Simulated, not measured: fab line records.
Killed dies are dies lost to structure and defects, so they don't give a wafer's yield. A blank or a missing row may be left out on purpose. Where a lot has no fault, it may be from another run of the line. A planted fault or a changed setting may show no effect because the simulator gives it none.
Matching of chambers ; flow n5-finfet ; 3 sister chambers for N5_BEOL_M11_DEP_56 on pecvd-02
The step deposits SiCN from 3MS/NH3, target thk 30 nm, time 10.5 s. 6 wafers are shown with their chamber, then 10 later ones without.

EACH WAFER AND ITS CHAMBER
wafer;chamber;throttle-valve-pct (%);showerhead-plenum-p-Torr (Torr)
L076.6;2;17.5;4.189
L074.3;0;17.2;4.180
L080.2;0;17.3;4.192
L080.6;1;19.2;4.149
L089.2;1;19.0;4.144
L089.5;2;17.7;4.195

WAFERS MISSING THEIR CHAMBER
wafer;throttle-valve-pct (%);showerhead-plenum-p-Torr (Torr)
L089.6;19.2;4.162
L091.2;17.4;4.191
L091.5;17.9;4.203
L091.6;18.9;4.162
L094.1;17.8;4.195
L094.2;18.9;4.154
L094.3;17.4;4.194
L094.4;17.3;4.202
L094.5;17.8;4.205
L094.6;18.9;4.157

WHICH CHAMBER EACH WENT THROUGH
wafer;from the rows above;in truth
L089.6;1;1
L091.2;can't be placed: 0 or 2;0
L091.5;2;2
L091.6;1;1
L094.1;2;2
L094.2;1;1
L094.3;can't be placed: 2 or 0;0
L094.4;can't be placed: 0 or 2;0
L094.5;2;2
L094.6;1;1
Correctly placed: 7 of 10. From these rows, 3 cannot be placed; in 3 the true chamber is one of the candidates. 0 placed wrongly.
How it was worked out, from the rows above alone: a wafer's distance from a chamber is the root of the sum, over the readings, of the square of ((its reading less the chamber's mean) divided by the reading's scatter). The wafer belongs to the nearest chamber; if the next one is less than 2 further off, it can't be placed. For every chamber, the mean is computed from those of its wafers that are shown. The scatter: the root of (the sum of the squares of (reading less its chamber's mean) over the shown wafers, divided by (wafers less chambers)).
